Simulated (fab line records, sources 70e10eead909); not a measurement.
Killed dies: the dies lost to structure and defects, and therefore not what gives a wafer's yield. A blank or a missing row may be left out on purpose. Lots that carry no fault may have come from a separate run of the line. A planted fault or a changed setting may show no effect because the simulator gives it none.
fab line records	flow nand_harc
[record] lots = 5	wafers = 15	last_day = 32
route steps=1302 shown P_CONTACT@217 END@1302
lots that met no fault: taken from a fault-free run of the same line
start_h: the number of hours between the record's first day and the start of the first shown wafer of the lot	wait_h: hours since the lot's step before	" unchanged from the row above	L1.1+2: several wafers, shown together as one row	- either no value or no given start	* or withheld: withheld	< > ~ a bound
route shown NAME@n: a module of which the file shows steps, and the number in the route of the first	usual: the fault-free wafers' mean and standard deviation	same: alike in all rows	chamber/n: place in a boat	sites: per-site readings	_std_site: standard deviation across them	_edge_site: outer sites' mean less inner sites'	radius_mm: for every site, how far away it sits from the centre of the wafer	mask NAME#n: copy n	behind: the last tool/chamber to shape the wafer	hold: why the lot was held/for how many hours/how that ended	device: the n, p or np transistor that did not switch	end of line: the same wafers' tests at the end of the route	for a step that has no rows: nothing shown but its recipe	killed: dies that structure and defects cost at the first sort, which is not the same as the wafer's yield	map: a wafer's dies, x killed, . not, _ none there
set.NAME: the setting as run; set.NAME@STEP: as run at that earlier step	model.NAME: the simulator's own value behind a step, which no gauge read
lots seen at some steps along the route; tables by step, rows by wafer
services: from which hour (start_h, from the record's first day; less than 0 if before it) a tool's chamber was out of use, for how many hours, and why
[[steps]]
[step NHARC_P_CONTACT_DEP_30]
[recipe] target_thk_a = 300	temp_c = 400	target_thk_nm = 30	flow_sccm = 200	rf_w = 450	material = SiNx
[usual] heater_power_w = 738/110
lot.wafer	tool	chamber	start_h	wait_h	heater_power_w
L991.1	pecvd-04	1	122.06	0.1	739
L991.6	"	0	"	"	697
L991.5	"	1	"	"	725
L101.2	pecvd-04	0	211.89	0.1	610
L101.6	"	2	"	"	934
L101.5	"	1	"	"	770
L109.2	pecvd-01	0	305.16	0.1	678
L109.6	"	0	"	"	713
L109.4	"	1	"	"	827
L111.2	pecvd-02	2	314.63	0.1	613
L111.5	"	2	"	"	602
L111.6	"	0	"	"	642
L113.1	pecvd-04	0	327.16	0.1	682
L113.2	"	2	"	"	812
L113.4	"	1	"	"	766
[step NHARC_P_CONTACT_DEP_00]
[recipe] target_thk_a = 5000	temp_c = 400	pressure_torr = 6.5	rf_w = 900	teos_flow_sccm = 161.4	flow_sccm = 2650	target_thk_nm = 500	gas = O2	material = SiO2
[usual] heater_power_w = 577/110	throttle_valve_pct = 15.6/0.47
lot.wafer	tool	chamber	start_h	wait_h	heater_power_w	throttle_valve_pct
L991.1	pecvd-04	1	-	-	596	15.6
L991.6	"	0	"	"	434	16.1
L991.5	"	1	"	"	613	15.5
L101.2	pecvd-04	0	-	-	414	16.3
L101.6	"	2	"	"	698	15.0
L101.5	"	1	"	"	535	15.9
L109.2	pecvd-01	0	-	-	517	15.1
L109.6	"	0	"	"	523	15.2
L109.4	"	1	"	"	758	15.6
L111.2	pecvd-02	2	-	-	502	15.7
L111.5	"	2	"	"	360	15.6
L111.6	"	0	"	"	493	15.2
L113.1	pecvd-04	0	-	-	403	16.5
L113.2	"	2	"	"	679	15.5
L113.4	"	1	"	"	559	16.0
[step NHARC_P_CONTACT_CMP_01]
[recipe] target_thk_nm = 200	material = SiO2
[usual] motor_current_A = 12.8/1.2
lot.wafer	tool	chamber	start_h	wait_h	motor_current_A
L991.1	cmp-03	0	122.72	-	13.1
L991.5	"	3	"	"	11.2
L991.6	"	0	"	"	12.4
L101.2	cmp-02	0	212.61	-	13.2
L101.6	"	2	"	"	13.7
L101.5	"	3	"	"	14.4
L109.4	cmp-03	3	305.86	-	12.1
L109.2	"	1	"	"	12.8
L109.6	"	2	"	"	14.5
L111.2	cmp-03	2	315.30	-	13.5
L111.6	"	2	"	"	14.2
L111.5	"	3	"	"	12.3
L113.1	cmp-03	2	327.86	-	13.8
L113.4	"	0	"	"	12.7
L113.2	"	1	"	"	12.9
[step NHARC_P_CONTACT_SRD_03]
[step NHARC_P_CONTACT_DEHYDRATE_04]
[recipe] temp_c = 150	time_s = 120
[step NHARC_P_CONTACT_HMDS_05]
[recipe] time_s = 30
[step NHARC_P_CONTACT_COAT_33]
[recipe] temp_c = 260	time_s = 75
[step NHARC_P_CONTACT_COAT_34]
[recipe] temp_c = 225	time_s = 65
[step NHARC_P_CONTACT_COAT_06]
[recipe] spin_rpm = 1500	resist_thk_nm = 90
[step NHARC_P_CONTACT_SOFTBAKE_07]
[recipe] temp_c = 105	time_s = 55
[step NHARC_P_CONTACT_EBR_08]
[step NHARC_P_CONTACT_EXPOSE_09]
[recipe] na = 1.35	target_cd_nm = 90	dose_mj = 81.26	mask_id = P_CA
lot.wafer	tool	chamber	start_h	wait_h	mask
L991.1+5+6	arfi_scanner-02	0	123.41	-	P_CA#0
L101.2+5+6	arfi_scanner-01	0	213.26	-	P_CA_R1#0
L109.2+4+6	arfi_scanner-01	0	306.40	-	P_CA#0
L111.2+5+6	arfi_scanner-01	0	315.99	-	P_CA#0
L113.1+2+4	arfi_scanner-03	0	328.55	-	P_CA#0
[step NHARC_P_CONTACT_PEB_10]
[recipe] peb_temp_c = 100	peb_time_s = 65
[step NHARC_P_CONTACT_DEVELOP_11]
[recipe] develop_time_s = 35	dev_temp_c = 23
[step NHARC_P_CONTACT_CD_MEAS_12]
[recipe] target_cd_nm = 90	landing_energy_ev = 500
[usual] cd_nm = 89.8/0.86
lot.wafer	tool	chamber	start_h	wait_h	cd_nm
L991.1	cd_sem-03	0	123.55	-	90.1
L991.5	"	0	"	"	90.2
L991.6	"	0	"	"	90.3
L101.2	cd_sem-02	0	213.39	-	87.8
L101.5	"	0	"	"	87.0
L101.6	"	0	"	"	88.3
L109.2	cd_sem-01	0	306.54	-	88.9
L109.4	"	0	"	"	88.3
L109.6	"	0	"	"	88.4
L111.2	cd_sem-02	0	316.13	-	91.8
L111.5	"	0	"	"	91.4
L111.6	"	0	"	"	91.3
L113.1	cd_sem-03	0	328.69	-	90.5
L113.2	"	0	"	"	90.6
L113.4	"	0	"	"	91.1
[step NHARC_P_CONTACT_OVL_MEAS_13]
[usual] overlay_x_nm = -0.1/0.72	overlay_y_nm = 0.2/0.83
lot.wafer	tool	chamber	start_h	wait_h	overlay_x_nm	overlay_y_nm
L991.1	overlay-02	-	123.64	-	-1.2	-1.3
L991.5	"	-	"	"	-1.2	-1.1
L991.6	"	-	"	"	-0.5	-1.8
L101.2	overlay-02	-	213.48	-	0.5	0.7
L101.5	"	-	"	"	-0.1	0.2
L101.6	"	-	"	"	-0.1	0.2
L109.2	overlay-02	-	306.62	-	0.4	-0.2
L109.4	"	-	"	"	0.9	0.4
L109.6	"	-	"	"	0.5	-0.4
L111.2	overlay-02	-	316.22	-	1.3	0.3
L111.5	"	-	"	"	1.5	0.7
L111.6	"	-	"	"	1.7	-0.2
L113.1	overlay-02	-	328.78	-	-0.6	-0.8
L113.2	"	-	"	"	-1.2	-0.9
L113.4	"	-	"	"	-1.4	-0.9
[step NHARC_P_CONTACT_INSPECT_14]
[usual] raw_defect_count = 4.2/2.3
lot.wafer	tool	chamber	start_h	wait_h	raw_defect_count
L991.1	defect_inspect-02	-	123.68	0.0	11
L991.5	"	-	"	"	8
L991.6	"	-	"	"	6
L101.2	defect_inspect-01	-	213.52	0.0	4
L101.5	"	-	"	"	5
L101.6	"	-	"	"	3
L109.2	defect_inspect-02	-	306.66	0.0	4
L109.4	"	-	"	"	4
L109.6	"	-	"	"	7
L111.2	defect_inspect-02	-	316.25	0.0	1
L111.5	"	-	"	"	4
L111.6	"	-	"	"	1
L113.1	defect_inspect-02	-	328.82	0.0	1
L113.2	"	-	"	"	4
L113.4	"	-	"	"	3
[step NHARC_P_CONTACT_DESCUM_17]
[recipe] time_s = 3	o2_flow_sccm = 200	ar_flow_sccm = 0	bias_power_w = 0	chemistry = O2
[usual] drypump_motor_current_A = 5.7/0.36	mfc_ar_sccm = 0.007/0.0089	oes_product_au = 1.000/0.0095	rf_vpp_V = 57.8/0.96	showerhead_plenum_p_Torr = 1.92/0.079	throttle_valve_pct = 11.311/0.0099
[same] time_s = 3
lot.wafer	tool	chamber	start_h	wait_h	drypump_motor_current_A	mfc_ar_sccm	oes_product_au	rf_hours_counter_h	rf_vpp_V	showerhead_plenum_p_Torr	throttle_valve_pct	model.P_CONTACT.cd_nm
L991.1	rie_diel-08	3	123.75	0.1	6.4	0.021	0.993	2.2	56.4	1.89	11.311	90.65
L991.5	"	2	"	"	5.6	0.007	0.991	-	56.1	2.04	11.306	91.47
L991.6	"	3	"	"	6.4	0.021	0.994	-	56.3	1.89	11.312	90.63
L101.2	rie_diel-05	1	213.59	0.1	5.3	0.024	0.987	3.6	57.4	1.82	11.319	87.7
L101.5	"	3	"	"	5.0	0.011	0.986	-	57.9	1.82	11.316	87.06
L101.6	"	0	"	"	6.0	0.002	0.992	-	57.8	2.06	11.309	88.56
L109.2	rie_diel-05	3	306.72	0.1	5.0	0.011	0.987	1.4	56.7	1.82	11.310	88.96
L109.4	"	0	"	"	6.0	0.002	1.000	-	57.8	2.06	11.314	88.66
L109.6	"	2	"	"	6.0	0	1.006	-	60.0	1.96	11.314	87.93
L111.2	rie_diel-02	2	316.34	0.1	5.5	0.006	1.003	4.4	57.5	1.95	11.299	92.05
L111.5	"	3	"	"	5.9	0	0.997	-	56.8	1.87	11.315	90.75
L111.6	"	0	"	"	5.6	0	1.012	-	58.7	1.96	11.310	90.49
L113.1	rie_diel-02	3	328.90	0.1	5.9	0	0.998	5.1	57.0	1.87	11.316	89.83
L113.2	"	0	"	"	5.6	0	1.008	5.4	58.0	1.96	11.310	90.7
L113.4	"	1	"	"	5.5	0	1.006	4.9	58.0	1.92	11.306	91.71
[step NHARC_P_CONTACT_ETCH_35]
[recipe] target_depth_a = 390	over_etch_frac = 0.3	time_s = 65	ion_energy_ev = 80	cf4_flow_sccm = 150	ar_flow_sccm = 0	rf_w = 300	bias_w = 100	chemistry = CF4
[usual] drypump_motor_current_A = 5.7/0.36	mfc_ar_sccm = 0.007/0.0091	oes_product_au = 0.999/0.01	rf_vpp_V = 151.3/1.1	showerhead_plenum_p_Torr = 1.77/0.067	throttle_valve_pct = 13.283/0.0094
[same] time_s = 65
lot.wafer	tool	chamber	start_h	wait_h	drypump_motor_current_A	mfc_ar_sccm	oes_product_au	rf_hours_counter_h	rf_vpp_V	showerhead_plenum_p_Torr	throttle_valve_pct
L991.1	rie_diel-08	3	123.82	0.1	6.3	0.021	0.990	2.2	150.7	1.75	13.290
L991.6	"	3	"	"	6.4	0.021	0.988	-	150.5	1.75	13.283
L991.5	"	0	"	"	5.6	0	0.982	-	150.2	1.73	13.271
L101.2	rie_diel-05	2	213.67	0.1	6.0	0	1.008	3.4	151.3	1.81	13.280
L101.5	"	0	"	"	6.0	0.002	1.000	-	152.6	1.89	13.293
L101.6	"	1	"	"	5.3	0.024	0.992	-	151.4	1.69	13.286
L109.2	rie_diel-05	2	306.82	0.1	6.0	0	1.006	1.6	153.2	1.80	13.270
L109.6	"	3	"	"	5.0	0.011	0.987	-	149.7	1.69	13.292
L109.4	"	0	"	"	6.0	0.002	1.019	-	152.1	1.89	13.288
L111.2	rie_diel-02	3	316.42	0.1	5.9	0	0.995	4.1	151.1	1.73	13.275
L111.5	"	0	"	"	5.6	0	1.014	-	152.5	1.81	13.274
L111.6	"	2	"	"	5.5	0.006	1.004	-	153.7	1.80	13.273
L113.4	rie_diel-02	0	328.98	0.1	5.6	0	0.999	5.4	151.9	1.81	13.287
L113.2	"	1	"	"	5.5	0	1.000	4.9	151.0	1.78	13.295
L113.1	"	2	"	"	5.5	0.006	0.996	5.6	150.2	1.80	13.302
[step NHARC_P_CONTACT_ETCH_36]
[recipe] target_depth_a = 2600	over_etch_frac = 0.25	time_s = 406.25	ion_energy_ev = 200	n2_flow_sccm = 150	h2_flow_sccm = 150	ar_flow_sccm = 0	rf_w = 400	bias_w = 150	chemistry = N2/H2
[usual] drypump_motor_current_A = 5.7/0.36	mfc_ar_sccm = 0.007/0.0089	oes_product_au = 1.000/0.011	rf_vpp_V = 430.7/2.7	showerhead_plenum_p_Torr = 2.05/0.087	throttle_valve_pct = 14.171/0.0095
[same] time_s = 406.25
lot.wafer	tool	chamber	start_h	wait_h	drypump_motor_current_A	mfc_ar_sccm	oes_product_au	rf_hours_counter_h	rf_vpp_V	showerhead_plenum_p_Torr	throttle_valve_pct
L991.1	rie_diel-08	0	-	-	5.6	0	0.989	2.4	429.3	1.99	14.184
L991.6	"	1	"	"	5.6	0.026	0.979	-	425.8	1.94	14.171
L991.5	"	2	"	"	5.6	0.007	0.995	-	434.7	2.18	14.179
L101.2	rie_diel-05	1	-	-	5.3	0.024	0.997	3.7	427.5	1.93	14.159
L101.6	"	3	"	"	5.0	0.011	0.977	-	426.3	1.93	14.164
L101.5	"	0	"	"	6.1	0.002	0.990	-	436.2	2.20	14.164
L109.2	rie_diel-05	2	-	-	6.0	0	1.003	1.7	432.1	2.09	14.158
L109.6	"	3	"	"	5.0	0.011	1.000	-	428.2	1.93	14.171
L109.4	"	0	"	"	6.1	0.002	1.024	-	434.7	2.20	14.189
L111.2	rie_diel-02	3	-	-	6.0	0	0.999	4.2	429.0	1.99	14.169
L111.6	"	0	"	"	5.6	0	1.006	-	431.9	2.09	14.169
L111.5	"	2	"	"	5.5	0.006	1.013	-	432.8	2.08	14.173
L113.2	rie_diel-02	3	-	-	5.9	0	1.013	5.2	429.2	1.99	14.171
L113.1	"	0	"	"	5.6	0	1.004	5.5	432.2	2.09	14.174
L113.4	"	1	"	"	5.5	0	1.003	5.0	431.1	2.05	14.170
[step NHARC_P_CONTACT_ETCH_18]
[recipe] target_depth_a = 4810	time_s = 240.5	c4f8_flow_sccm = 20	o2_flow_sccm = 10	ar_flow_sccm = withheld	rf_w = 600	bias_w = 1500	chemistry = C4F8/O2/Ar
[usual] oes_product_au = 0.960/0.017	rf_vpp_V = 978/5.1
[same] time_s = 240.5
lot.wafer	tool	chamber	start_h	wait_h	oes_product_au	rf_hours_counter_h	rf_vpp_V	model.P_CONTACT.cd_nm
L991.1	rie_diel-08	3	-	-	0.939	2.4	977	92.83
L991.6	"	3	"	"	0.939	-	976	89.28
L991.5	"	0	"	"	0.943	-	975	91.39
L101.2	rie_diel-05	2	-	-	0.929	3.6	982	85.87
L101.5	"	1	"	"	0.913	-	971	85.47
L101.6	"	2	"	"	0.936	-	982	88.42
L109.2	rie_diel-05	2	-	-	0.964	1.9	983	88.39
L109.6	"	0	"	"	0.973	-	988	86.28
L109.4	"	2	"	"	0.964	-	980	84.7
L111.2	rie_diel-02	0	-	-	0.979	4.8	982	91.56
L111.5	"	3	"	"	0.965	-	976	88.15
L111.6	"	0	"	"	0.970	-	983	89.63
L113.4	rie_diel-02	0	-	-	0.992	5.7	981	93.63
L113.1	"	2	"	"	0.967	5.8	981	88.98
L113.2	"	3	"	"	0.972	5.4	974	89.62
[step NHARC_P_CONTACT_STRIP_37]
[recipe] c4f8_flow_sccm = withheld	o2_flow_sccm = 8	ar_flow_sccm = withheld	bias_w = 0	chemistry = C4F8/O2/Ar
[step NHARC_END_SORT_01]
[recipe] temp_c = 25
[usual] killed_at_array = 54/12	killed_at_other = 0.7/1.1	killed_at_periphery = 3.9/2.8	killed_dies = 59/13	killed_open = 3.4/2	killed_short = 2.5/1.7
[same] gross_dies = 677
lot.wafer	tool	chamber	start_h	wait_h	killed_at_array	killed_at_other	killed_at_periphery	killed_dies	killed_open	killed_short
L991.1	prober-01	0	577.34	2.5	35	1	8	44	3	1
L991.5	prober-01	0	580.54	3.7	47	0	4	51	5	5
L991.6	prober-01	0	581.34	4.0	51	0	5	56	5	1
L101.6	prober-02	0	655.84	4.0	57	0	0	57	5	2
// killed by level:class
L991.1 A_CHANNEL_HOLE_D2:chamber_film_flake=26 P_GATE:chamber_film_flake=5 A_SLIT:chamber_film_flake=3 P_CONTACT:geometric_particle:open=2 A_CONTACT:chamber_film_flake=2 P_M1:geometric_particle:open=1 STARTING-WAFER:geometric_particle:short=1 A_CHANNEL_HOLE_D1:chamber_film_flake=1
L991.5 A_CHANNEL_HOLE_D2:chamber_film_flake=25 A_SLIT:chamber_film_flake=4 P_GATE:chamber_film_flake=3 A_ONON_D1:geometric_particle:open=2 A_WL_FILL:geometric_particle:short=2 A_STAIRCASE:chamber_film_flake=2 A_WL_FILL:chamber_film_flake=2 A_CONTACT:chamber_film_flake=2
L991.6 A_CHANNEL_HOLE_D2:chamber_film_flake=30 A_CONTACT:chamber_film_flake=5 A_SLIT:chamber_film_flake=4 P_GATE:chamber_film_flake=3 A_DECK1_JOINT:chamber_film_flake=2 P_BONDPAD:geometric_particle:open=1 A_CHANNEL_FILL_D1:geometric_particle:open=1 A_DECK1_JOINT:geometric_particle:short=1
L101.6 A_CHANNEL_HOLE_D1:chamber_film_flake=29 A_CHANNEL_HOLE_D2:chamber_film_flake=13 A_CHANNEL_FILL_D1:chamber_film_flake=4 A_DECK1_JOINT:geometric_particle:short=1 A_ONON_D2:geometric_particle:open=1 A_CHANNEL_FILL_D2:geometric_particle:open=1 A_WL_FILL:geometric_particle:short=1 A_WL_FILL:geometric_particle:open=1
[[services]]
tool	chamber	start_h	hours	kind
cmp-03	-	100.71	0.8	repair
rie_diel-08	2	105.58	6.3	repair
rie_diel-02	2	129.64	6.4	repair
pecvd-01	-	130.07	13.0	pm
rie_diel-08	1	139.27	3.9	repair
pecvd-01	2	147.05	3.9	repair
cmp-03	-	162.79	4.0	pm
arfi_scanner-01	-	176.21	6.2	repair
rie_diel-08	-	190.80	9.0	pm
pecvd-01	1	191.96	15.8	repair
cmp-03	-	202.46	21.5	repair
rie_diel-02	-	216.70	9.0	pm
pecvd-02	-	227.07	13.0	pm
rie_diel-05	-	229.60	9.0	pm
arfi_scanner-01	-	235.76	0.7	repair
arfi_scanner-01	-	252.00	4.0	pm
rie_diel-08	2	257.98	5.4	repair
cmp-03	-	260.79	4.0	pm
pecvd-04	-	269.12	13.0	pm
cmp-03	-	289.87	1.7	repair
arfi_scanner-01	-	294.27	7.5	repair
rie_diel-05	1	306.42	2.3	repair
cmp-03	-	309.50	0.2	repair
rie_diel-02	1	311.72	13.4	repair
[[key]]
[first_sign] step = NHARC_P_CONTACT_EXPOSE_09	reading = mask	direction = changed
[effect] step = NHARC_P_CONTACT_CD_MEAS_12	reading = cd_nm	direction = down	sigmas = 2.5	usual = 89.8	struck = 87.7
[model_effect] step = NHARC_P_CONTACT_DESCUM_17	value = P_CONTACT.cd_nm	without = 90.75	struck = 87.77
[model_effect] step = NHARC_P_CONTACT_ETCH_18	value = P_CONTACT.cd_nm	without = 89.57	struck = 86.59
met_at NHARC_P_CONTACT_EXPOSE_09
struck_wafers L101.2,L101.5,L101.6
tester_left_out L101
[fault] kind = wrong_mask	tool = any	chamber = -	onset_h = 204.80	steps = NHARC_P_CONTACT_EXPOSE_09	aux_copy = P_CA_R1#0	cd_offset_nm = -2.9784	scope = struck_lots_only
// tester_left_out: of these lots the tester's yield and bins aren't shown, on N5 and GAA mostly nor the transistor test; their killed dies are dies lost to structure and defects alone, not to doping, threshold or leakage, so they don't give the yield
